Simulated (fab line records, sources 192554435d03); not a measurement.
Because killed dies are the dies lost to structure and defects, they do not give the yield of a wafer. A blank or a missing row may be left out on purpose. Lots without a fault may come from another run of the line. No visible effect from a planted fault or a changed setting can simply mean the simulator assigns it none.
fab line records	flow n5_finfet
record: lots: 7	wafers: 21
route steps=1938 shown ZERO_LAYER@6 WELL_APT@21 FIN_SAQP@109 FIN_CUT@157 DUMMY_GATE@224
start_h: hours from the record's opening day to when the first of the lot's shown wafers began	wait_h: hours elapsed since this lot's preceding step	" identical to the entry in the row above	L1.1+2: several wafers, shown together as one row	- no value, or no start given	* or withheld: withheld	< > ~ a bound
route shown NAME@n: NAME is a module with steps in the file, n the number in the route of the first one	usual: average and standard deviation across the fault-free wafers	same: alike in all rows	chamber/n: place in a boat	sites: each site's reading	_std_site: standard deviation across them	_edge_site: the outer-site mean with the inner-site mean subtracted	radius_mm: how far each site lies from the wafer's centre	mask NAME#n: copy n	behind: the most recent tool/chamber to have shaped the wafer	hold: cause of the lot's hold/its duration in hours/its outcome	device: which transistor (n, p or np) failed to switch	end of line: the tests these same wafers got at the end of their route	where a step has no rows: the recipe by itself	killed: dies lost to structure and defects at the first sort, not the wafer's yield	map: the dies of a wafer, with x for killed, . for not killed, _ for no die there
set.NAME: the setting as run; set.NAME@STEP: as run at that earlier step	model.NAME: the simulator's own value behind a step, which no gauge read
one table per step and one row per wafer, for lots whose settings were changed on purpose
== steps ==
step: N5_ZERO_LAYER_COAT_05
recipe: spin_rpm: 1500	resist_thk_nm: 1000
lot.wafer	tool	chamber	start_h	wait_h	set.spin_rpm	model.coat_of_ZERO_LAYER_COAT_05.thk_nm
L078.1	litho_track-03	0	-	-	1500	998.6
L078.4	"	0	"	"	1593	971.7
L078.5	"	0	"	"	1593	973
L080.3+6	litho_track-03	0	-	-	1432	1025
L080.4	"	0	"	"	1500	1002
L081.2	litho_track-04	0	-	-	1417	1026
L081.3	"	0	"	"	1500	999
L081.5	"	0	"	"	1417	1028
L088.1	litho_track-01	0	-	-	1598	965
L088.3	"	0	"	"	1500	996.4
L088.5	"	0	"	"	1598	962.9
L091.1+2+6	litho_track-04	0	-	-	1500	1004
L093.1	litho_track-03	0	-	-	1500	999.3
L093.2	"	0	"	"	1500	1000
L093.4	"	0	"	"	1500	1001
L096.2	litho_track-03	0	-	-	1500	996.9
L096.5	"	0	"	"	1622	961.1
L096.6	"	0	"	"	1622	965.6
step: N5_ZERO_LAYER_DEVELOP_10
recipe: develop_time_s: 60	rinse_liquid: diw	dry: air_spin	dev_temp_c: 21
lot.wafer	tool	chamber	start_h	wait_h	set.develop_time_s
L078.1+4+5	litho_track-03	0	-	-	48.55
L080.3	litho_track-01	0	-	-	51.9
L080.4+6	"	0	"	"	60
L081.2	litho_track-03	0	-	-	70.17
L081.3+5	"	0	"	"	60
L088.1+3+5	litho_track-01	0	-	-	60
L091.1+2+6	litho_track-04	0	-	-	60
L093.1	litho_track-03	0	-	-	60
L093.2+4	"	0	"	"	49.49
L096.2+5+6	litho_track-04	0	-	-	60
step: N5_ZERO_LAYER_HARDBAKE_23
recipe: temp_c: 130	time_s: 120
step: N5_ZERO_LAYER_DESCUM_16
recipe: chemistry: O2	time_s: 7.9	source_power_w: 50	bias_power_w: 20	pressure_mtorr: 20	rf_frequency_hz: 2.712e+07	temp_c: 40	o2_flow_sccm: 225
step: N5_ZERO_LAYER_ETCH_17
recipe: chemistry: CF4	target: SiO2	target_depth_a: 120	time_s: 13.3	ion_energy_ev: 350	pressure_mtorr: 40	source_w: 450	bias_w: 215	Ar_flow_sccm: 100	cf4_flow_sccm: 100
step: N5_ZERO_LAYER_ETCH_18
recipe: chemistry: HBr/Cl2	target: Si	target_depth_a: 1200	time_s: 40	pressure_mtorr: 10	icp_w: 800	bias_w: 75	HBr_flow_sccm: 150	Cl2_flow_sccm: 80
lot.wafer	tool	chamber	start_h	wait_h	set.spin_rpm@ZERO_LAYER_COAT_05	model.coat_of_ZERO_LAYER_COAT_05.thk_nm
L078.1	rie_si-06	0	36.81	0.0	1500	927.4
L078.4	"	3	"	"	1593	901.9
L078.5	"	3	"	"	1593	903.4
L080.3	rie_si-04	1	48.91	0.0	1432	956.4
L080.4	"	0	"	"	1500	933.1
L080.6	"	3	"	"	1432	955.9
L081.2	rie_si-04	1	54.99	0.0	1417	956.3
L081.3	"	2	"	"	1500	928.7
L081.5	"	0	"	"	1417	959.2
L088.1	rie_si-02	2	96.82	0.0	1598	895.1
L088.3	"	3	"	"	1500	926.8
L088.5	"	1	"	"	1598	894.3
L091.1	rie_si-06	2	114.83	0.0	1500	934
L091.2	"	1	"	"	1500	934.4
L091.6	"	3	"	"	1500	933.4
L093.1	rie_si-06	3	127.26	0.1	1500	929.9
L093.2	"	1	"	"	1500	931
L093.4	"	2	"	"	1500	931.3
L096.2	rie_si-04	3	144.79	0.0	1500	927.6
L096.5	"	3	"	"	1622	891.7
L096.6	"	0	"	"	1622	895.8
step: N5_ZERO_LAYER_STRIP_24
recipe: chemistry: O2	power_w: 1000	temp_c: 250	overash_fraction: 0.3	pressure_mtorr: 1000	o2_flow_sccm: 6750
usual: strip_time_to_endpoint_s: 43.85/0.074
lot.wafer	tool	chamber	start_h	wait_h	set.spin_rpm@ZERO_LAYER_COAT_05	strip_time_to_endpoint_s
L078.1	plasma_asher-01	1	36.92	0.1	1500	43.75
L078.4	"	0	"	"	1593	43.00
L078.5	"	0	"	"	1593	43.03
L080.3	plasma_asher-02	1	49.04	0.1	1432	44.61
L080.4	"	0	"	"	1500	43.93
L080.6	"	1	"	"	1432	44.61
L081.2	plasma_asher-02	0	55.10	0.1	1417	44.62
L081.3	"	1	"	"	1500	43.79
L081.5	"	0	"	"	1417	44.72
L088.1	plasma_asher-02	1	96.92	0.1	1598	42.77
L088.3	"	1	"	"	1500	43.74
L088.5	"	0	"	"	1598	42.76
L091.1	plasma_asher-01	1	114.93	0.1	1500	43.95
L091.2	"	0	"	"	1500	43.96
L091.6	"	0	"	"	1500	43.93
L093.1	plasma_asher-02	0	127.36	0.1	1500	43.84
L093.2	"	1	"	"	1500	43.87
L093.4	"	0	"	"	1500	43.87
L096.2	plasma_asher-01	0	144.90	0.1	1500	43.76
L096.5	"	0	"	"	1622	42.69
L096.6	"	1	"	"	1622	42.82
step: N5_WELL_APT_COAT_02
recipe: spin_rpm: 1357	resist_thk_nm: 950
lot.wafer	tool	chamber	start_h	wait_h	set.spin_rpm	model.coat_of_WELL_APT_COAT_02.thk_nm
L078.1	litho_track-02	0	-	-	1357	951.4
L078.4	"	0	"	"	1357	951
L078.5	"	0	"	"	1357	949.3
L080.3	litho_track-02	0	-	-	1357	954.8
L080.4	"	0	"	"	1357	953.4
L080.6	"	0	"	"	1240	998.1
L081.2	litho_track-01	0	-	-	1357	954
L081.3	"	0	"	"	1357	951.3
L081.5	"	0	"	"	1357	950.1
L088.1	litho_track-05	0	-	-	1357	951.6
L088.3	"	0	"	"	1357	953.3
L088.5	"	0	"	"	1357	950.8
L091.1	litho_track-05	0	-	-	1357	945.3
L091.2	"	0	"	"	1357	944
L091.6	"	0	"	"	1357	944.3
L093.1	litho_track-01	0	-	-	1357	947
L093.2	"	0	"	"	1357	950.9
L093.4	"	0	"	"	1357	949
L096.2	litho_track-02	0	-	-	1357	951.1
L096.5	"	0	"	"	1410	931.7
L096.6	"	0	"	"	1357	950.4
step: N5_WELL_APT_EXPOSE_05
recipe: mask_id: NWELL	na: 0.8	source_shape: conventional	sigma_outer: 0.8	polarization: unpolarized	defocus_nm: 0	target_cd_nm: 200	dose_mj: 20.3
lot.wafer	tool	chamber	start_h	wait_h	mask	set.dose_mj
L078.1+5	krf_scanner-01	0	37.41	-	NWELL#0	21.18
L078.4	"	0	"	"	NWELL#0	20.3
L080.3+4	krf_scanner-02	0	49.65	-	NWELL#0	20.3
L080.6	"	0	"	"	NWELL#0	19.52
L081.2	krf_scanner-02	0	55.60	-	NWELL#0	21.81
L081.3+5	"	0	"	"	NWELL#0	20.3
L088.1+3+5	krf_scanner-02	0	97.54	-	NWELL#0	20.3
L091.1+2+6	krf_scanner-01	0	115.55	-	NWELL#0	20.3
L093.1+2+4	krf_scanner-02	0	127.98	-	NWELL#0	21.21
L096.2+5+6	krf_scanner-01	0	145.52	-	NWELL#0	20.3
step: N5_WELL_APT_PEB_06
recipe: peb_temp_c: 130	peb_time_s: 90
step: N5_WELL_APT_DEVELOP_07
recipe: develop_time_s: 45	rinse_liquid: surfactant_rinse	dry: air_spin	dev_temp_c: 21
step: N5_WELL_APT_HARDBAKE_12
recipe: temp_c: 130	time_s: 120
step: N5_WELL_APT_CD_MEAS_08
recipe: target_cd_nm: 200	landing_energy_ev: 500	detector: se_inlens
usual: cd_nm: 199.9/1.6
lot.wafer	tool	chamber	start_h	wait_h	set.dose_mj@WELL_APT_EXPOSE_05	cd_nm
L078.1	cd_sem-01	0	37.58	-	21.18	208.1
L078.4	"	0	"	"	20.3	200.4
L078.5	"	0	"	"	21.18	205.5
L080.3	cd_sem-03	0	49.81	-	20.3	199.0
L080.4	"	0	"	"	20.3	198.8
L080.6	"	0	"	"	19.52	189.0
L081.2	cd_sem-01	0	55.76	-	21.81	215.7
L081.3	"	0	"	"	20.3	202.4
L081.5	"	0	"	"	20.3	202.2
L088.1	cd_sem-02	0	97.71	-	20.3	201.5
L088.3	"	0	"	"	20.3	196.1
L088.5	"	0	"	"	20.3	200.6
L091.1	cd_sem-03	0	115.72	-	20.3	199.9
L091.2	"	0	"	"	20.3	202.9
L091.6	"	0	"	"	20.3	199.4
L093.1	cd_sem-01	0	128.15	-	21.21	206.4
L093.2	"	0	"	"	21.21	207.4
L093.4	"	0	"	"	21.21	205.1
L096.2	cd_sem-01	0	145.69	-	20.3	200.4
L096.5	"	0	"	"	20.3	200.0
L096.6	"	0	"	"	20.3	204.4
step: N5_WELL_APT_DESCUM_13
recipe: chemistry: O2	time_s: 7.9	source_power_w: 50	bias_power_w: 20	pressure_mtorr: 20	rf_frequency_hz: 2.712e+07	temp_c: 40	o2_flow_sccm: 225
lot.wafer	tool	chamber	start_h	wait_h	set.dose_mj@WELL_APT_EXPOSE_05	model.WELL_APT.cd_nm
L078.1	rie_diel-04	1	39.31	1.7	21.18	207.9
L078.4	"	2	"	"	20.3	200.5
L078.5	"	0	"	"	21.18	205.8
L080.3	rie_diel-06	3	49.90	0.0	20.3	199
L080.4	"	3	"	"	20.3	198.9
L080.6	"	1	"	"	19.52	189.3
L081.2	rie_diel-06	1	55.85	0.0	21.81	215.8
L081.3	"	3	"	"	20.3	202.6
L081.5	"	0	"	"	20.3	202
L088.1	rie_diel-04	3	97.83	0.1	20.3	201.5
L088.3	"	2	"	"	20.3	196.5
L088.5	"	3	"	"	20.3	200.8
L091.1	rie_diel-04	2	115.81	0.0	20.3	199.7
L091.2	"	3	"	"	20.3	202.6
L091.6	"	1	"	"	20.3	199.2
L093.1	rie_diel-04	2	128.24	0.0	21.21	206.2
L093.2	"	3	"	"	21.21	207.5
L093.4	"	0	"	"	21.21	205.1
L096.2	rie_diel-04	3	145.85	0.1	20.3	200.4
L096.5	"	2	"	"	20.3	199.8
L096.6	"	0	"	"	20.3	203.5
step: N5_FIN_SAQP_PEB_14
recipe: peb_temp_c: withheld	peb_time_s: 60	resist: CAR-ArF
lot.wafer	tool	chamber	start_h	wait_h	set.peb_time_s
L078.1+5	litho_track-02	0	48.60	0.1	65.87
L078.4	"	0	"	"	60
L080.3+4+6	litho_track-04	0	59.06	0.0	60
L081.2+3+5	litho_track-02	0	63.27	0.0	60
L088.1+5	litho_track-02	0	107.35	0.1	71.61
L088.3	"	0	"	"	60
L091.1+2+6	litho_track-02	0	124.91	0.1	60
L093.1	litho_track-01	0	136.96	0.1	50.23
L093.2+4	"	0	"	"	60
L096.2+5	litho_track-02	0	154.60	0.0	60
L096.6	"	0	"	"	64.44
step: N5_FIN_SAQP_DEVELOP_15
recipe: develop_time_s: 30	developer: TMAH	resist: CAR-ArF	dev_temp_c: 23	rinse_liquid: diw	dry: air_spin
lot.wafer	tool	chamber	start_h	wait_h	set.develop_time_s
L078.1+5	litho_track-02	0	-	-	36.51
L078.4	"	0	"	"	30
L080.3+4+6	litho_track-04	0	-	-	30
L081.2	litho_track-02	0	-	-	35.9
L081.3+5	"	0	"	"	30
L088.1+3	litho_track-02	0	-	-	30
L088.5	"	0	"	"	32.05
L091.1+2+6	litho_track-02	0	-	-	30
L093.1+2+4	litho_track-01	0	-	-	30
L096.2+5+6	litho_track-02	0	-	-	30
step: N5_FIN_SAQP_CD_MEAS_16
recipe: target_cd_nm: 35.6	landing_energy_ev: 500	detector: se_inlens
usual: cd_nm: 35.60/0.3
lot.wafer	tool	chamber	start_h	wait_h	set.peb_time_s@FIN_SAQP_PEB_14	cd_nm
L078.1	cd_sem-01	0	48.67	-	65.87	34.21
L078.4	"	0	"	"	60	35.61
L078.5	"	0	"	"	65.87	33.58
L080.3	cd_sem-03	0	59.14	-	60	35.92
L080.4	"	0	"	"	60	35.22
L080.6	"	0	"	"	60	35.34
L081.2	cd_sem-01	0	63.34	-	60	35.33
L081.3	"	0	"	"	60	35.37
L081.5	"	0	"	"	60	35.27
L088.1	cd_sem-01	0	107.42	-	71.61	33.61
L088.3	"	0	"	"	60	35.59
L088.5	"	0	"	"	71.61	33.33
L091.1	cd_sem-02	0	124.98	-	60	36.15
L091.2	"	0	"	"	60	36.41
L091.6	"	0	"	"	60	35.76
L093.1	cd_sem-02	0	137.02	-	50.23	37.88
L093.2	"	0	"	"	60	35.59
L093.4	"	0	"	"	60	35.53
L096.2	cd_sem-01	0	154.67	-	60	35.40
L096.5	"	0	"	"	60	35.53
L096.6	"	0	"	"	64.44	35.01
step: N5_FIN_CUT_COAT_02
recipe: resist: CAR-EUV	spin_rpm: 1500	resist_thk_nm: 30
lot.wafer	tool	chamber	start_h	wait_h	set.spin_rpm	model.CAR-EUV_of_FIN_CUT_COAT_02.thk_nm
L078.1+4	litho_track-03	0	-	-	1377	31.4
L078.5	"	0	"	"	1500	30.2
L080.3+6	litho_track-03	0	-	-	1500	30
L080.4	"	0	"	"	1552	29.6
L081.2+3+5	litho_track-03	0	-	-	1500	30.2
L088.1	litho_track-02	0	-	-	1500	30
L088.3+5	"	0	"	"	1451	30.4
L091.1+2	litho_track-03	0	-	-	1500	30
L091.6	"	0	"	"	1500	30.2
L093.1	litho_track-03	0	-	-	1439	30.6
L093.2	"	0	"	"	1439	30.4
L093.4	"	0	"	"	1500	29.8
L096.2	litho_track-05	0	-	-	1340	31.8
L096.5	"	0	"	"	1500	30
L096.6	"	0	"	"	1340	31.6
step: N5_FIN_CUT_EBR_04
recipe: solvent: PGMEA	ebr_width_mm: 1.5
step: N5_FIN_CUT_SOFTBAKE_03
recipe: temp_c: 110	time_s: 60	resist: CAR-EUV
step: N5_FIN_CUT_DESCUM_13
recipe: chemistry: O2	time_s: 7	source_power_w: 50	bias_power_w: 20	pressure_mtorr: 20	rf_frequency_hz: 2.712e+07	temp_c: 40	resist: CAR-EUV	o2_flow_sccm: 225
lot.wafer	tool	chamber	start_h	wait_h	set.spin_rpm@FIN_CUT_COAT_02	model.CAR-EUV_of_FIN_CUT_COAT_02.thk_nm
L078.1+4	rie_diel-02	0,1	53.40	0.1	1377	27.6
L078.5	"	3	"	"	1500	26.2
L080.3	rie_diel-01	0	64.49	0.2	1500	26.2
L080.4	"	2	"	"	1552	25.6
L080.6	"	1	"	"	1500	26
L081.2+3+5	rie_diel-03	0,1,2	68.22	0.0	1500	26.2
L088.1	rie_diel-01	2	114.14	0.0	1500	26
L088.3+5	"	3,2	"	"	1451	26.4
L091.1+2	rie_diel-02	2,3	131.00	0.0	1500	26
L091.6	"	2	"	"	1500	26.2
L093.1	rie_diel-03	2	142.35	0.0	1439	26.6
L093.2	"	3	"	"	1439	26.4
L093.4	"	1	"	"	1500	26
L096.2+6	rie_diel-01	2,3	160.94	0.5	1340	27.8
L096.5	"	2	"	"	1500	26
step: N5_FIN_CUT_ETCH_30
recipe: chemistry: N2/H2	target: underlayer	target_depth_a: 130	mask_material: CAR-EUV	time_s: 10.4	ion_energy_ev: 200	pressure_mtorr: 30	source_w: 840	bias_w: 150	n2_flow_sccm: 200	h2_flow_sccm: 200	ends: cleared
lot.wafer	tool	chamber	start_h	wait_h	set.spin_rpm@FIN_CUT_COAT_02	model.CAR-EUV_of_FIN_CUT_COAT_02.thk_nm
L078.1	rie_diel-02	0	53.43	0.0	1377	16.2
L078.4	"	1	"	"	1377	16
L078.5	"	3	"	"	1500	14.8
L080.3+6	rie_diel-01	0,1	64.52	0.0	1500	14.6
L080.4	"	2	"	"	1552	14
L081.2+3+5	rie_diel-03	0,1,2	68.25	0.0	1500	14.8
L088.1	rie_diel-01	2	114.17	0.0	1500	14.4
L088.3	"	3	"	"	1451	15
L088.5	"	2	"	"	1451	14.8
L091.1	rie_diel-02	2	131.04	0.0	1500	14.4
L091.2+6	"	3,2	"	"	1500	14.6
L093.1+2	rie_diel-03	2,3	142.39	0.0	1439	15
L093.4	"	1	"	"	1500	14.4
L096.2	rie_diel-01	2	160.97	0.0	1340	16.2
L096.5	"	2	"	"	1500	14.4
L096.6	"	3	"	"	1340	16.4
step: N5_DUMMY_GATE_COAT_28
recipe: resist: underlayer	temp_c: 205	time_s: 60	spin_rpm: 1500	resist_thk_nm: 10
lot.wafer	tool	chamber	start_h	wait_h	set.spin_rpm	model.underlayer_of_DUMMY_GATE_COAT_28.thk_nm
L078.1+4+5	litho_track-01	0	-	-	1500	10
L081.2+5	litho_track-03	0	-	-	1400	10.4
L081.3	"	0	"	"	1500	10
L080.3+4+6	litho_track-01	0	-	-	1500	10
L088.1+5	litho_track-03	0	-	-	1646	9.6
L088.3	"	0	"	"	1500	10
L091.1+2+6	litho_track-04	0	-	-	1500	10
L093.1	litho_track-04	0	-	-	1500	10
L093.2+4	"	0	"	"	1384	10.4
L096.2+5	litho_track-03	0	-	-	1500	10
L096.6	"	0	"	"	1385	10.4
== key ==
split: step: N5_ZERO_LAYER_COAT_05	setting: spin_rpm	stated: 1500	by: wafer
response: step: N5_ZERO_LAYER_COAT_05	reading: model.coat_of_ZERO_LAYER_COAT_05.thk_nm	change: -4.58	per: 1%	r: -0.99
response: step: N5_ZERO_LAYER_ETCH_18	reading: model.coat_of_ZERO_LAYER_COAT_05.thk_nm	change: -4.55	per: 1%	r: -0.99
response: step: N5_ZERO_LAYER_STRIP_24	reading: strip_time_to_endpoint_s	change: *	per: 1%	r: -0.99
split: step: N5_ZERO_LAYER_DEVELOP_10	setting: develop_time_s	stated: 60	by: wafer
response none clear
split: step: N5_WELL_APT_COAT_02	setting: spin_rpm	stated: 1357	by: wafer
response: step: N5_WELL_APT_COAT_02	reading: model.coat_of_WELL_APT_COAT_02.thk_nm	change: -5.06	per: 1%	r: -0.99
split: step: N5_WELL_APT_EXPOSE_05	setting: dose_mj	stated: 20.3	by: wafer
response: step: N5_WELL_APT_CD_MEAS_08	reading: cd_nm	change: +1.86	per: 1%	r: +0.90
response: step: N5_WELL_APT_DESCUM_13	reading: model.WELL_APT.cd_nm	change: +1.86	per: 1%	r: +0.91
split: step: N5_FIN_SAQP_PEB_14	setting: peb_time_s	stated: 60	by: wafer
response: step: N5_FIN_SAQP_CD_MEAS_16	reading: cd_nm	change: -0.125	per: 1%	r: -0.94
split: step: N5_FIN_SAQP_DEVELOP_15	setting: develop_time_s	stated: 30	by: wafer
response none clear
split: step: N5_FIN_CUT_COAT_02	setting: spin_rpm	stated: 1500	by: wafer
response: step: N5_FIN_CUT_COAT_02	reading: model.CAR-EUV_of_FIN_CUT_COAT_02.thk_nm	change: -0.152	per: 1%	r: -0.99
response: step: N5_FIN_CUT_DESCUM_13	reading: model.CAR-EUV_of_FIN_CUT_COAT_02.thk_nm	change: -0.162	per: 1%	r: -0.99
response: step: N5_FIN_CUT_ETCH_30	reading: model.CAR-EUV_of_FIN_CUT_COAT_02.thk_nm	change: -0.168	per: 1%	r: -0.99
split: step: N5_DUMMY_GATE_COAT_28	setting: spin_rpm	stated: 1500	by: wafer
response: step: N5_DUMMY_GATE_COAT_28	reading: model.underlayer_of_DUMMY_GATE_COAT_28.thk_nm	change: -0.0493	per: 1%	r: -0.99
